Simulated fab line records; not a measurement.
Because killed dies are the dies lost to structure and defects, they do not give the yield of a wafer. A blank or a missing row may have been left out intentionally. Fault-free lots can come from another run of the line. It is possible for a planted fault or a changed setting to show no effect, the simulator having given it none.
fab line records || flow nandHarc || part 2 of 2: steps 31 to 43 of 43
record: {"lots": 5, "wafers": 15, "lastDay": 24}
route steps=1159 shown P_GATE@159
lots that met no fault: taken from a fault-free run of the same line
startH: the number of hours between the record's first day and the start of the first shown wafer of the lot || waitH: how many hours have passed since the lot's step before this one || " identical to the entry in the row above || L1.1+2: a single row standing in for several wafers || - no value, or no start given || * or withheld: withheld || < > ~ a bound
route shown NAME@n: NAME is a module with steps in the file, n the number in the route of the first one || usual: mean and standard deviation over wafers with no fault || same: alike in all rows || chamber/n: place in a boat || sites: readings site by site || _std_site: the standard deviation of these || _edge_site: the outer-site mean with the inner-site mean subtracted || radiusMm: how far each site lies from the wafer's centre || mask NAME#n: copy n || behind: the tool/chamber that last shaped the wafer || hold: why the lot was held/for how many hours/how that ended || device: the transistor (n, p or np) that didn't switch || end of line: the route-end tests of the same wafers || a step given without rows: its recipe and nothing more || killed: not the wafer's yield, but the dies lost to structure and defects at the first sort || map: the dies of a wafer, with x for killed, . for not killed, _ for no die there
set.NAME: the run value of the setting; set.NAME@STEP: its run value at that earlier step || model.NAME: the simulator's own value behind a step, which no gauge read
a table for each step, a row for each wafer; lots at some steps of the route
services: a tool's chamber out of use, with start hour (startH, from the record's first day; less than 0 if before it), hours out, and reason
== steps ==
step: NHARC_P_GATE_STRIP_112
recipe: {"powerW": 1500, "tempC": 110, "timeS": 200, "chemistry": "N2/H2"}
usual: {"drypumpMotorCurrentA": "5.6/0.42", "heaterPowerW": "82/7.3"}
{"lot.wafer": "L084.2", "tool": "plasmaAsher-02", "chamber": 0, "startH": 170.03, "waitH": 0.4, "drypumpMotorCurrentA": 5.1, "heaterPowerW": 77, "rfHoursCounterH": 59}
{"lot.wafer": "L084.4", "tool": "plasmaAsher-02", "chamber": 1, "startH": 170.03, "waitH": 0.4, "drypumpMotorCurrentA": 6.0, "heaterPowerW": 73, "rfHoursCounterH": "-"}
{"lot.wafer": "L084.5", "tool": "plasmaAsher-02", "chamber": 1, "startH": 170.03, "waitH": 0.4, "drypumpMotorCurrentA": 6.0, "heaterPowerW": 76, "rfHoursCounterH": "-"}
{"lot.wafer": "L087.1", "tool": "plasmaAsher-01", "chamber": 1, "startH": 188.66, "waitH": 0.2, "drypumpMotorCurrentA": 5.3, "heaterPowerW": 87, "rfHoursCounterH": 27}
{"lot.wafer": "L087.3", "tool": "plasmaAsher-01", "chamber": 0, "startH": 188.66, "waitH": 0.2, "drypumpMotorCurrentA": 6.0, "heaterPowerW": 91, "rfHoursCounterH": "-"}
{"lot.wafer": "L087.4", "tool": "plasmaAsher-01", "chamber": 1, "startH": 188.66, "waitH": 0.2, "drypumpMotorCurrentA": 5.3, "heaterPowerW": 91, "rfHoursCounterH": "-"}
{"lot.wafer": "L094.2", "tool": "plasmaAsher-02", "chamber": 0, "startH": 224.65, "waitH": 0.2, "drypumpMotorCurrentA": 5.1, "heaterPowerW": 74, "rfHoursCounterH": 10}
{"lot.wafer": "L094.3", "tool": "plasmaAsher-02", "chamber": 1, "startH": 224.65, "waitH": 0.2, "drypumpMotorCurrentA": 6.0, "heaterPowerW": 74, "rfHoursCounterH": "-"}
{"lot.wafer": "L094.4", "tool": "plasmaAsher-02", "chamber": 0, "startH": 224.65, "waitH": 0.2, "drypumpMotorCurrentA": 5.1, "heaterPowerW": 74, "rfHoursCounterH": "-"}
{"lot.wafer": "L096.1", "tool": "plasmaAsher-02", "chamber": 1, "startH": 232.82, "waitH": 0.2, "drypumpMotorCurrentA": 6.0, "heaterPowerW": 74, "rfHoursCounterH": 14}
{"lot.wafer": "L096.3", "tool": "plasmaAsher-02", "chamber": 1, "startH": 232.82, "waitH": 0.2, "drypumpMotorCurrentA": 6.0, "heaterPowerW": 74, "rfHoursCounterH": "-"}
{"lot.wafer": "L096.5", "tool": "plasmaAsher-02", "chamber": 0, "startH": 232.82, "waitH": 0.2, "drypumpMotorCurrentA": 5.1, "heaterPowerW": 75, "rfHoursCounterH": "-"}
{"lot.wafer": "L097.3", "tool": "plasmaAsher-01", "chamber": 1, "startH": 236.63, "waitH": 0.2, "drypumpMotorCurrentA": 5.3, "heaterPowerW": 87, "rfHoursCounterH": "-"}
{"lot.wafer": "L097.5", "tool": "plasmaAsher-01", "chamber": 1, "startH": 236.63, "waitH": 0.2, "drypumpMotorCurrentA": 5.3, "heaterPowerW": 87, "rfHoursCounterH": "-"}
{"lot.wafer": "L097.6", "tool": "plasmaAsher-01", "chamber": 0, "startH": 236.63, "waitH": 0.2, "drypumpMotorCurrentA": 6.0, "heaterPowerW": 89, "rfHoursCounterH": "-"}
step: NHARC_P_GATE_STRIP_76
recipe: {"powerW": 1500, "tempC": 250, "chemistry": "O2"}
usual: {"drypumpMotorCurrentA": "5.6/0.42", "heaterPowerW": "306/27"}
{"lot.wafer": "L084.2", "tool": "plasmaAsher-02", "chamber": 0, "startH": 170.26, "waitH": 0.2, "drypumpMotorCurrentA": 5.1, "heaterPowerW": 284, "rfHoursCounterH": 60}
{"lot.wafer": "L084.4", "tool": "plasmaAsher-02", "chamber": 1, "startH": 170.26, "waitH": 0.2, "drypumpMotorCurrentA": 6.0, "heaterPowerW": 280, "rfHoursCounterH": "-"}
{"lot.wafer": "L084.5", "tool": "plasmaAsher-02", "chamber": 1, "startH": 170.26, "waitH": 0.2, "drypumpMotorCurrentA": 6.0, "heaterPowerW": 282, "rfHoursCounterH": "-"}
{"lot.wafer": "L087.1", "tool": "plasmaAsher-01", "chamber": 1, "startH": 188.89, "waitH": 0.2, "drypumpMotorCurrentA": 5.3, "heaterPowerW": 331, "rfHoursCounterH": 28}
{"lot.wafer": "L087.3", "tool": "plasmaAsher-01", "chamber": 0, "startH": 188.89, "waitH": 0.2, "drypumpMotorCurrentA": 6.0, "heaterPowerW": 337, "rfHoursCounterH": "-"}
{"lot.wafer": "L087.4", "tool": "plasmaAsher-01", "chamber": 1, "startH": 188.89, "waitH": 0.2, "drypumpMotorCurrentA": 5.3, "heaterPowerW": 327, "rfHoursCounterH": "-"}
{"lot.wafer": "L094.2", "tool": "plasmaAsher-02", "chamber": 0, "startH": 224.88, "waitH": 0.2, "drypumpMotorCurrentA": 5.1, "heaterPowerW": 280, "rfHoursCounterH": 10}
{"lot.wafer": "L094.3", "tool": "plasmaAsher-02", "chamber": 1, "startH": 224.88, "waitH": 0.2, "drypumpMotorCurrentA": 6.0, "heaterPowerW": 282, "rfHoursCounterH": "-"}
{"lot.wafer": "L094.4", "tool": "plasmaAsher-02", "chamber": 0, "startH": 224.88, "waitH": 0.2, "drypumpMotorCurrentA": 5.1, "heaterPowerW": 274, "rfHoursCounterH": "-"}
{"lot.wafer": "L096.1", "tool": "plasmaAsher-02", "chamber": 1, "startH": 233.05, "waitH": 0.2, "drypumpMotorCurrentA": 6.0, "heaterPowerW": 278, "rfHoursCounterH": 14}
{"lot.wafer": "L096.3", "tool": "plasmaAsher-02", "chamber": 1, "startH": 233.05, "waitH": 0.2, "drypumpMotorCurrentA": 6.0, "heaterPowerW": 279, "rfHoursCounterH": "-"}
{"lot.wafer": "L096.5", "tool": "plasmaAsher-02", "chamber": 0, "startH": 233.05, "waitH": 0.2, "drypumpMotorCurrentA": 5.1, "heaterPowerW": 290, "rfHoursCounterH": "-"}
{"lot.wafer": "L097.3", "tool": "plasmaAsher-01", "chamber": 1, "startH": 236.83, "waitH": 0.2, "drypumpMotorCurrentA": 5.3, "heaterPowerW": 329, "rfHoursCounterH": "-"}
{"lot.wafer": "L097.5", "tool": "plasmaAsher-01", "chamber": 1, "startH": 236.83, "waitH": 0.2, "drypumpMotorCurrentA": 5.3, "heaterPowerW": 329, "rfHoursCounterH": "-"}
{"lot.wafer": "L097.6", "tool": "plasmaAsher-01", "chamber": 0, "startH": 236.83, "waitH": 0.2, "drypumpMotorCurrentA": 6.0, "heaterPowerW": 336, "rfHoursCounterH": "-"}
step: NHARC_P_GATE_STRIP_63
recipe: {"timeS": 900, "tempC": 130, "chemistry": "SPM"}
usual: {"bathHeatDutyPct": "15.2/1.8"}
{"lot.wafer": "L084.5", "tool": "wetBench-03", "chamber": 3, "startH": 170.40, "waitH": 0.1, "bathHeatDutyPct": 15.9}
{"lot.wafer": "L084.2", "tool": "wetBench-03", "chamber": 5, "startH": 170.40, "waitH": 0.1, "bathHeatDutyPct": 11.4}
{"lot.wafer": "L084.4", "tool": "wetBench-03", "chamber": 6, "startH": 170.40, "waitH": 0.1, "bathHeatDutyPct": 16.8}
{"lot.wafer": "L087.1", "tool": "wetBench-07", "chamber": 2, "startH": 189.02, "waitH": 0.1, "bathHeatDutyPct": 13.7}
{"lot.wafer": "L087.4", "tool": "wetBench-07", "chamber": 3, "startH": 189.02, "waitH": 0.1, "bathHeatDutyPct": 15.9}
{"lot.wafer": "L087.3", "tool": "wetBench-07", "chamber": 5, "startH": 189.02, "waitH": 0.1, "bathHeatDutyPct": 13.5}
{"lot.wafer": "L094.4", "tool": "wetBench-07", "chamber": 3, "startH": 225.01, "waitH": 0.1, "bathHeatDutyPct": 16.7}
{"lot.wafer": "L094.2", "tool": "wetBench-07", "chamber": 4, "startH": 225.01, "waitH": 0.1, "bathHeatDutyPct": 15.8}
{"lot.wafer": "L094.3", "tool": "wetBench-07", "chamber": 6, "startH": 225.01, "waitH": 0.1, "bathHeatDutyPct": 15.1}
{"lot.wafer": "L096.1", "tool": "wetBench-07", "chamber": 5, "startH": 233.20, "waitH": 0.1, "bathHeatDutyPct": 13.3}
{"lot.wafer": "L096.5", "tool": "wetBench-07", "chamber": 0, "startH": 233.20, "waitH": 0.1, "bathHeatDutyPct": 14.9}
{"lot.wafer": "L096.3", "tool": "wetBench-07", "chamber": 2, "startH": 233.20, "waitH": 0.1, "bathHeatDutyPct": 13.3}
{"lot.wafer": "L097.6", "tool": "wetBench-07", "chamber": 3, "startH": 236.96, "waitH": 0.1, "bathHeatDutyPct": 15.8}
{"lot.wafer": "L097.3", "tool": "wetBench-07", "chamber": 6, "startH": 236.96, "waitH": 0.1, "bathHeatDutyPct": 16.1}
{"lot.wafer": "L097.5", "tool": "wetBench-07", "chamber": 7, "startH": 236.96, "waitH": 0.1, "bathHeatDutyPct": 16.3}
step: NHARC_P_GATE_DEHYDRATE_83
recipe: {"tempC": 150, "timeS": 120}
usual: {"heaterPowerTotalW": "182.6/1.2"}
{"lot.wafer": "L084.2", "tool": "lithoTrack-05", "chamber": 0, "startH": 170.74, "waitH": "-", "heaterPowerTotalW": 182.4}
{"lot.wafer": "L084.4", "tool": "lithoTrack-05", "chamber": 0, "startH": 170.74, "waitH": "-", "heaterPowerTotalW": 184.8}
{"lot.wafer": "L084.5", "tool": "lithoTrack-05", "chamber": 0, "startH": 170.74, "waitH": "-", "heaterPowerTotalW": 183.3}
{"lot.wafer": "L087.1", "tool": "lithoTrack-05", "chamber": 0, "startH": 189.37, "waitH": "-", "heaterPowerTotalW": 183.0}
{"lot.wafer": "L087.3", "tool": "lithoTrack-05", "chamber": 0, "startH": 189.37, "waitH": "-", "heaterPowerTotalW": 180.8}
{"lot.wafer": "L087.4", "tool": "lithoTrack-05", "chamber": 0, "startH": 189.37, "waitH": "-", "heaterPowerTotalW": 181.4}
{"lot.wafer": "L094.2", "tool": "lithoTrack-03", "chamber": 0, "startH": 225.36, "waitH": "-", "heaterPowerTotalW": 180.9}
{"lot.wafer": "L094.3", "tool": "lithoTrack-03", "chamber": 0, "startH": 225.36, "waitH": "-", "heaterPowerTotalW": 182.2}
{"lot.wafer": "L094.4", "tool": "lithoTrack-03", "chamber": 0, "startH": 225.36, "waitH": "-", "heaterPowerTotalW": 183.6}
{"lot.wafer": "L096.1", "tool": "lithoTrack-05", "chamber": 0, "startH": 233.55, "waitH": "-", "heaterPowerTotalW": 183.2}
{"lot.wafer": "L096.3", "tool": "lithoTrack-05", "chamber": 0, "startH": 233.55, "waitH": "-", "heaterPowerTotalW": 183.0}
{"lot.wafer": "L096.5", "tool": "lithoTrack-05", "chamber": 0, "startH": 233.55, "waitH": "-", "heaterPowerTotalW": 183.3}
{"lot.wafer": "L097.3", "tool": "lithoTrack-02", "chamber": 0, "startH": 237.30, "waitH": "-", "heaterPowerTotalW": 183.6}
{"lot.wafer": "L097.5", "tool": "lithoTrack-02", "chamber": 0, "startH": 237.30, "waitH": "-", "heaterPowerTotalW": 182.1}
{"lot.wafer": "L097.6", "tool": "lithoTrack-02", "chamber": 0, "startH": 237.30, "waitH": "-", "heaterPowerTotalW": 180.5}
step: NHARC_P_GATE_HMDS_84
recipe: {"timeS": 30}
{"lot.wafer": "L084.2+4+5", "tool": "lithoTrack-05", "chamber": 0, "startH": "-", "waitH": "-"}
{"lot.wafer": "L087.1+3+4", "tool": "lithoTrack-05", "chamber": 0, "startH": "-", "waitH": "-"}
{"lot.wafer": "L094.2+3+4", "tool": "lithoTrack-03", "chamber": 0, "startH": "-", "waitH": "-"}
{"lot.wafer": "L096.1+3+5", "tool": "lithoTrack-05", "chamber": 0, "startH": "-", "waitH": "-"}
{"lot.wafer": "L097.3+5+6", "tool": "lithoTrack-02", "chamber": 0, "startH": "-", "waitH": "-"}
step: NHARC_P_GATE_COAT_85
recipe: {"spinRpm": 3000}
{"lot.wafer": "L084.2+4+5", "tool": "lithoTrack-05", "chamber": 0, "startH": "-", "waitH": "-"}
{"lot.wafer": "L087.1+3+4", "tool": "lithoTrack-05", "chamber": 0, "startH": "-", "waitH": "-"}
{"lot.wafer": "L094.2+3+4", "tool": "lithoTrack-03", "chamber": 0, "startH": "-", "waitH": "-"}
{"lot.wafer": "L096.1+3+5", "tool": "lithoTrack-05", "chamber": 0, "startH": "-", "waitH": "-"}
{"lot.wafer": "L097.3+5+6", "tool": "lithoTrack-02", "chamber": 0, "startH": "-", "waitH": "-"}
step: NHARC_P_GATE_SOFTBAKE_86
recipe: {"tempC": 122, "timeS": 95}
usual: {"heaterPowerTotalW": "160.0/0.47"}
{"lot.wafer": "L084.2", "tool": "lithoTrack-05", "chamber": 0, "startH": "-", "waitH": "-", "heaterPowerTotalW": 160.5}
{"lot.wafer": "L084.4", "tool": "lithoTrack-05", "chamber": 0, "startH": "-", "waitH": "-", "heaterPowerTotalW": 159.9}
{"lot.wafer": "L084.5", "tool": "lithoTrack-05", "chamber": 0, "startH": "-", "waitH": "-", "heaterPowerTotalW": 160.3}
{"lot.wafer": "L087.1", "tool": "lithoTrack-05", "chamber": 0, "startH": "-", "waitH": "-", "heaterPowerTotalW": 159.1}
{"lot.wafer": "L087.3", "tool": "lithoTrack-05", "chamber": 0, "startH": "-", "waitH": "-", "heaterPowerTotalW": 159.9}
{"lot.wafer": "L087.4", "tool": "lithoTrack-05", "chamber": 0, "startH": "-", "waitH": "-", "heaterPowerTotalW": 159.2}
{"lot.wafer": "L094.2", "tool": "lithoTrack-03", "chamber": 0, "startH": "-", "waitH": "-", "heaterPowerTotalW": 160.7}
{"lot.wafer": "L094.3", "tool": "lithoTrack-03", "chamber": 0, "startH": "-", "waitH": "-", "heaterPowerTotalW": 159.8}
{"lot.wafer": "L094.4", "tool": "lithoTrack-03", "chamber": 0, "startH": "-", "waitH": "-", "heaterPowerTotalW": 160.6}
{"lot.wafer": "L096.1", "tool": "lithoTrack-05", "chamber": 0, "startH": "-", "waitH": "-", "heaterPowerTotalW": 160.7}
{"lot.wafer": "L096.3", "tool": "lithoTrack-05", "chamber": 0, "startH": "-", "waitH": "-", "heaterPowerTotalW": 159.6}
{"lot.wafer": "L096.5", "tool": "lithoTrack-05", "chamber": 0, "startH": "-", "waitH": "-", "heaterPowerTotalW": 160.6}
{"lot.wafer": "L097.3", "tool": "lithoTrack-02", "chamber": 0, "startH": "-", "waitH": "-", "heaterPowerTotalW": 159.9}
{"lot.wafer": "L097.5", "tool": "lithoTrack-02", "chamber": 0, "startH": "-", "waitH": "-", "heaterPowerTotalW": 159.9}
{"lot.wafer": "L097.6", "tool": "lithoTrack-02", "chamber": 0, "startH": "-", "waitH": "-", "heaterPowerTotalW": 159.4}
step: NHARC_P_GATE_EBR_87
{"lot.wafer": "L084.2+4+5", "tool": "lithoTrack-05", "chamber": 0, "startH": "-", "waitH": "-"}
{"lot.wafer": "L087.1+3+4", "tool": "lithoTrack-05", "chamber": 0, "startH": "-", "waitH": "-"}
{"lot.wafer": "L094.2+3+4", "tool": "lithoTrack-03", "chamber": 0, "startH": "-", "waitH": "-"}
{"lot.wafer": "L096.1+3+5", "tool": "lithoTrack-05", "chamber": 0, "startH": "-", "waitH": "-"}
{"lot.wafer": "L097.3+5+6", "tool": "lithoTrack-02", "chamber": 0, "startH": "-", "waitH": "-"}
step: NHARC_P_GATE_EXPOSE_88
recipe: {"na": 0.6, "targetCdNm": 2000, "doseMj": 11.87, "maskId": "P_HVN"}
same: {"na": 0.6}
{"lot.wafer": "L084.2+4+5", "tool": "krfScanner-02", "chamber": 0, "startH": 170.89, "waitH": "-", "mask": "P_HVN#0"}
{"lot.wafer": "L087.1+3+4", "tool": "krfScanner-03", "chamber": 0, "startH": 189.64, "waitH": "-", "mask": "P_HVN#0"}
{"lot.wafer": "L094.2+3+4", "tool": "krfScanner-02", "chamber": 0, "startH": 225.51, "waitH": "-", "mask": "P_HVN#0"}
{"lot.wafer": "L096.1+3+5", "tool": "krfScanner-04", "chamber": 0, "startH": 233.81, "waitH": "-", "mask": "P_HVN#0"}
{"lot.wafer": "L097.3+5+6", "tool": "krfScanner-03", "chamber": 0, "startH": 237.59, "waitH": "-", "mask": "P_HVN#0"}
step: NHARC_P_GATE_PEB_89
recipe: {"pebTempC": 118, "pebTimeS": 85}
usual: {"heaterPowerTotalW": "163.95/0.26"}
{"lot.wafer": "L084.2", "tool": "lithoTrack-05", "chamber": 0, "startH": 170.95, "waitH": 0.1, "heaterPowerTotalW": 163.97}
{"lot.wafer": "L084.4", "tool": "lithoTrack-05", "chamber": 0, "startH": 170.95, "waitH": 0.1, "heaterPowerTotalW": 163.73}
{"lot.wafer": "L084.5", "tool": "lithoTrack-05", "chamber": 0, "startH": 170.95, "waitH": 0.1, "heaterPowerTotalW": 163.63}
{"lot.wafer": "L087.1", "tool": "lithoTrack-05", "chamber": 0, "startH": 189.71, "waitH": 0.1, "heaterPowerTotalW": 164.15}
{"lot.wafer": "L087.3", "tool": "lithoTrack-05", "chamber": 0, "startH": 189.71, "waitH": 0.1, "heaterPowerTotalW": 163.74}
{"lot.wafer": "L087.4", "tool": "lithoTrack-05", "chamber": 0, "startH": 189.71, "waitH": 0.1, "heaterPowerTotalW": 164.15}
{"lot.wafer": "L094.2", "tool": "lithoTrack-03", "chamber": 0, "startH": 225.58, "waitH": 0.1, "heaterPowerTotalW": 164.21}
{"lot.wafer": "L094.3", "tool": "lithoTrack-03", "chamber": 0, "startH": 225.58, "waitH": 0.1, "heaterPowerTotalW": 163.96}
{"lot.wafer": "L094.4", "tool": "lithoTrack-03", "chamber": 0, "startH": 225.58, "waitH": 0.1, "heaterPowerTotalW": 164.44}
{"lot.wafer": "L096.1", "tool": "lithoTrack-03", "chamber": 0, "startH": 233.88, "waitH": 0.1, "heaterPowerTotalW": 163.75}
{"lot.wafer": "L096.3", "tool": "lithoTrack-03", "chamber": 0, "startH": 233.88, "waitH": 0.1, "heaterPowerTotalW": 163.95}
{"lot.wafer": "L096.5", "tool": "lithoTrack-03", "chamber": 0, "startH": 233.88, "waitH": 0.1, "heaterPowerTotalW": 164.34}
{"lot.wafer": "L097.3", "tool": "lithoTrack-03", "chamber": 0, "startH": 237.64, "waitH": 0.1, "heaterPowerTotalW": 163.66}
{"lot.wafer": "L097.5", "tool": "lithoTrack-03", "chamber": 0, "startH": 237.64, "waitH": 0.1, "heaterPowerTotalW": 164.00}
{"lot.wafer": "L097.6", "tool": "lithoTrack-03", "chamber": 0, "startH": 237.64, "waitH": 0.1, "heaterPowerTotalW": 164.07}
step: NHARC_P_GATE_DEVELOP_90
recipe: {"timeS": 70}
{"lot.wafer": "L084.2+4+5", "tool": "lithoTrack-05", "chamber": 0, "startH": "-", "waitH": "-"}
{"lot.wafer": "L087.1+3+4", "tool": "lithoTrack-05", "chamber": 0, "startH": "-", "waitH": "-"}
{"lot.wafer": "L094.2+3+4", "tool": "lithoTrack-03", "chamber": 0, "startH": "-", "waitH": "-"}
{"lot.wafer": "L096.1+3+5", "tool": "lithoTrack-03", "chamber": 0, "startH": "-", "waitH": "-"}
{"lot.wafer": "L097.3+5+6", "tool": "lithoTrack-03", "chamber": 0, "startH": "-", "waitH": "-"}
step: NHARC_P_GATE_CD_MEAS_91
recipe: {"targetCdNm": 2000, "landingEnergyEv": 500}
usual: {"cdNm": "2000.1/1.1"}
{"lot.wafer": "L084.2", "tool": "cdSem-02", "chamber": 0, "startH": 171.05, "waitH": "-", "cdNm": 2000.2}
{"lot.wafer": "L084.4", "tool": "cdSem-02", "chamber": 0, "startH": 171.05, "waitH": "-", "cdNm": 1999.5}
{"lot.wafer": "L084.5", "tool": "cdSem-02", "chamber": 0, "startH": 171.05, "waitH": "-", "cdNm": 2000.7}
{"lot.wafer": "L087.1", "tool": "cdSem-01", "chamber": 0, "startH": 189.80, "waitH": "-", "cdNm": 2001.2}
{"lot.wafer": "L087.3", "tool": "cdSem-01", "chamber": 0, "startH": 189.80, "waitH": "-", "cdNm": 2001.1}
{"lot.wafer": "L087.4", "tool": "cdSem-01", "chamber": 0, "startH": 189.80, "waitH": "-", "cdNm": 2000.6}
{"lot.wafer": "L094.2", "tool": "cdSem-03", "chamber": 0, "startH": 225.67, "waitH": "-", "cdNm": 2001.7}
{"lot.wafer": "L094.3", "tool": "cdSem-03", "chamber": 0, "startH": 225.67, "waitH": "-", "cdNm": 2002.1}
{"lot.wafer": "L094.4", "tool": "cdSem-03", "chamber": 0, "startH": 225.67, "waitH": "-", "cdNm": 2002.0}
{"lot.wafer": "L096.1", "tool": "cdSem-01", "chamber": 0, "startH": 233.97, "waitH": "-", "cdNm": 1998.8}
{"lot.wafer": "L096.3", "tool": "cdSem-01", "chamber": 0, "startH": 233.97, "waitH": "-", "cdNm": 2000.9}
{"lot.wafer": "L096.5", "tool": "cdSem-01", "chamber": 0, "startH": 233.97, "waitH": "-", "cdNm": 2000.6}
{"lot.wafer": "L097.3", "tool": "cdSem-03", "chamber": 0, "startH": 237.74, "waitH": "-", "cdNm": 1998.6}
{"lot.wafer": "L097.5", "tool": "cdSem-03", "chamber": 0, "startH": 237.74, "waitH": "-", "cdNm": 1999.4}
{"lot.wafer": "L097.6", "tool": "cdSem-03", "chamber": 0, "startH": 237.74, "waitH": "-", "cdNm": 1999.9}
step: NHARC_P_GATE_HARDBAKE_92
recipe: {"tempC": 125, "timeS": 80}
usual: {"heaterPowerTotalW": "183.8/0.72"}
{"lot.wafer": "L084.2", "tool": "lithoTrack-05", "chamber": 0, "startH": 171.13, "waitH": "-", "heaterPowerTotalW": 185.0}
{"lot.wafer": "L084.4", "tool": "lithoTrack-05", "chamber": 0, "startH": 171.13, "waitH": "-", "heaterPowerTotalW": 184.8}
{"lot.wafer": "L084.5", "tool": "lithoTrack-05", "chamber": 0, "startH": 171.13, "waitH": "-", "heaterPowerTotalW": 184.1}
{"lot.wafer": "L087.1", "tool": "lithoTrack-02", "chamber": 0, "startH": 189.88, "waitH": "-", "heaterPowerTotalW": 184.7}
{"lot.wafer": "L087.3", "tool": "lithoTrack-02", "chamber": 0, "startH": 189.88, "waitH": "-", "heaterPowerTotalW": 184.9}
{"lot.wafer": "L087.4", "tool": "lithoTrack-02", "chamber": 0, "startH": 189.88, "waitH": "-", "heaterPowerTotalW": 183.6}
{"lot.wafer": "L094.2", "tool": "lithoTrack-03", "chamber": 0, "startH": 225.75, "waitH": "-", "heaterPowerTotalW": 184.2}
{"lot.wafer": "L094.3", "tool": "lithoTrack-03", "chamber": 0, "startH": 225.75, "waitH": "-", "heaterPowerTotalW": 183.7}
{"lot.wafer": "L094.4", "tool": "lithoTrack-03", "chamber": 0, "startH": 225.75, "waitH": "-", "heaterPowerTotalW": 183.9}
{"lot.wafer": "L096.1", "tool": "lithoTrack-03", "chamber": 0, "startH": 234.05, "waitH": "-", "heaterPowerTotalW": 182.9}
{"lot.wafer": "L096.3", "tool": "lithoTrack-03", "chamber": 0, "startH": 234.05, "waitH": "-", "heaterPowerTotalW": 184.9}
{"lot.wafer": "L096.5", "tool": "lithoTrack-03", "chamber": 0, "startH": 234.05, "waitH": "-", "heaterPowerTotalW": 185.0}
{"lot.wafer": "L097.3", "tool": "lithoTrack-03", "chamber": 0, "startH": 237.82, "waitH": "-", "heaterPowerTotalW": 183.1}
{"lot.wafer": "L097.5", "tool": "lithoTrack-03", "chamber": 0, "startH": 237.82, "waitH": "-", "heaterPowerTotalW": 182.7}
{"lot.wafer": "L097.6", "tool": "lithoTrack-03", "chamber": 0, "startH": 237.82, "waitH": "-", "heaterPowerTotalW": 182.8}
== services ==
{"tool": "plasmaAsher-01", "chamber": "-", "startH": 144.59, "hours": 3.6, "kind": "repair"}
{"tool": "wetBench-03", "chamber": "-", "startH": 146.40, "hours": 8.0, "kind": "pm"}
{"tool": "krfScanner-04", "chamber": "-", "startH": 147.54, "hours": 2.3, "kind": "repair"}
{"tool": "wetBench-04", "chamber": "-", "startH": 163.20, "hours": 8.0, "kind": "pm"}
{"tool": "lithoTrack-02", "chamber": "-", "startH": 165.00, "hours": 7.0, "kind": "pm"}
{"tool": "rieDiel-03", "chamber": 2, "startH": 167.77, "hours": 5.8, "kind": "repair"}
{"tool": "krfScanner-03", "chamber": "-", "startH": 168.00, "hours": 4.0, "kind": "pm"}
{"tool": "rieDiel-12", "chamber": 3, "startH": 170.97, "hours": 13.6, "kind": "repair"}
{"tool": "rieDiel-03", "chamber": "-", "startH": 177.99, "hours": 0.4, "kind": "repair"}
{"tool": "rieDiel-03", "chamber": "-", "startH": 180.99, "hours": 1.2, "kind": "repair"}
{"tool": "plasmaAsher-02", "chamber": "-", "startH": 183.07, "hours": 9.0, "kind": "pm"}
{"tool": "plasmaAsher-02", "chamber": 0, "startH": 183.07, "hours": 9.0, "kind": "ventCycle"}
{"tool": "plasmaAsher-02", "chamber": 1, "startH": 183.07, "hours": 9.0, "kind": "ventCycle"}
{"tool": "plasmaAsher-02", "chamber": 0, "startH": 192.07, "hours": "-", "kind": "clean"}
{"tool": "implanter-02", "chamber": "-", "startH": 193.00, "hours": 0.8, "kind": "repair"}
{"tool": "rieDiel-12", "chamber": 2, "startH": 200.30, "hours": 15.2, "kind": "repair"}
{"tool": "krfScanner-03", "chamber": "-", "startH": 201.92, "hours": 2.1, "kind": "repair"}
{"tool": "rieDiel-12", "chamber": "-", "startH": 202.84, "hours": 9.0, "kind": "pm"}
{"tool": "krfScanner-02", "chamber": "-", "startH": 210.00, "hours": 4.0, "kind": "pm"}
{"tool": "lithoTrack-03", "chamber": "-", "startH": 213.00, "hours": 7.0, "kind": "pm"}
{"tool": "rieDiel-03", "chamber": "-", "startH": 215.30, "hours": 9.0, "kind": "pm"}
{"tool": "krfScanner-02", "chamber": "-", "startH": 220.95, "hours": 0.6, "kind": "repair"}
{"tool": "krfScanner-02", "chamber": "-", "startH": 232.90, "hours": 1.9, "kind": "repair"}
{"tool": "lithoTrack-05", "chamber": "-", "startH": 237.00, "hours": 7.0, "kind": "pm"}
